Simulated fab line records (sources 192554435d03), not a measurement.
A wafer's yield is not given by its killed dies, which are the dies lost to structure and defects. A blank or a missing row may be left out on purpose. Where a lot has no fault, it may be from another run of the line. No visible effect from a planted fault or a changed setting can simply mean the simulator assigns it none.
A lot that was struck, set against a sound lot	flow n5-finfet	15 steps out of a route of 1938
Sound: these wafers, L366.2, L366.4, L366.6. Wafers struck: L379.3, L379.4, L379.5. The cause is named last.
For every step that has rows: the tool of each side, followed by ch and its chambers, followed by its first start. Under that, the readings that differ: sound wafers	struck wafers	difference of the means	sigmas: that difference in standard deviations of wafers without a fault.
alike: readings with means less than 2 such deviations apart, plus words and numbers identical on both sides. not compared: withheld readings, readings lacking a value on some wafer, bounds such as >300 that could conceal the same value, and numbers that have no deviation in the record and whose values overlap.
The two part at a step that has a row with sigmas, a row that says differs or no value, or rows on one side only. Numbers that don't overlap but have no deviation are shown without sigmas and don't part them. Lack of a reading on every wafer of one side parts them only where that side has two or more wafers.

first, 1 step without rows for these wafers: N5_BEOL_M3_SRD_43 (time 30 s).
N5_BEOL_M3_CD_MEAS_35: target cd 18 nm, target cd y 21 nm.
  sound on cd-sem-01 at day 8 06:40; struck on cd-sem-02 at day 11 03:41
  alike: cd-nm
N5_BEOL_M3_DEGAS_44: time 60 s.
  sound on pvd-sputter-03 at day 8 07:04; struck on pvd-sputter-01 at day 11 04:07
  alike: heater-power-w
N5_BEOL_M3_PRE_CLEAN_45: time 30 s.
  sound on pvd-sputter-03 at day 8 07:06; struck on pvd-sputter-01 at day 11 04:09
  alike: heater-power-w
then, 1 step without rows for these wafers: N5_BEOL_M3_ALD_84 (deposits TaN, pulse time 2 s, purge time 3 s, co reactant purge time 2 s).
N5_BEOL_M3_SURFACE_TREAT_85:
  sound on pvd-sputter-03 at day 8 07:25; struck on pvd-sputter-01 at day 11 04:26
  not compared: throttle-valve-pct
then, 1 step without rows for these wafers: N5_BEOL_M3_CVD_47 (deposits Co from CCTBA/H2, target thk 3 nm, time 223.8 s).
N5_BEOL_M3_SPUTTER_48: material Cu, target thk 4.5 nm, time 8.29 s.
  sound on pvd-sputter-01 at day 8 08:31; struck on pvd-sputter-02 at day 11 04:40
  alike: chamber-pressure-pa, substrate-temp-c, throttle-valve-pct
then, 4 steps without rows for these wafers: N5_BEOL_M3_ANNEAL_49 (time 240 s); N5_BEOL_M3_SPUTTER_79 (material Cu, target thk 4.5 nm, time 8.29 s); N5_BEOL_M3_ANNEAL_80 (time 240 s); N5_BEOL_M3_SPUTTER_81 (material Cu, target thk 4.5 nm, time 8.29 s).
N5_BEOL_M3_ANNEAL_82: time 240 s.
  sound on pvd-sputter-01 at day 8 09:05; struck on pvd-sputter-02 at day 11 05:11
  no value came back on the struck wafers for heater-power-w (W), susceptor-temp-C (C), time-s (s); on the sound wafers heater-power-w (W) reads 898 708 733
N5_BEOL_M3_SPUTTER_86: material Cu, target thk 4.5 nm, time 8.29 s.
  sound on pvd-sputter-01 at day 8 09:15; struck on pvd-sputter-02 at day 11 05:19
  alike: chamber-pressure-pa, substrate-temp-c, throttle-valve-pct
N5_BEOL_M4_RC_MEAS_101:
  sound on prober-02 ch 0, day 8 21:17; struck on prober-01 ch 0, day 11 23:05
reading	sound	struck	difference	sigmas
ION_N (uA/um)	686 680 688	671 652 666	-22	-2
VT_N (mV)	246.6 246.3 246.0	251.3 255.6 253.2	+7.1	+3
  alike: DIBL_N, DIBL_P, IOFF_N, IOFF_P, ION_P, SS_N, SS_P, VT_P

## WHERE THEY PART
First at N5_BEOL_M3_ANNEAL_82; last, within this record, at N5_BEOL_M4_RC_MEAS_101.

WHY: what had been put in by the simulator
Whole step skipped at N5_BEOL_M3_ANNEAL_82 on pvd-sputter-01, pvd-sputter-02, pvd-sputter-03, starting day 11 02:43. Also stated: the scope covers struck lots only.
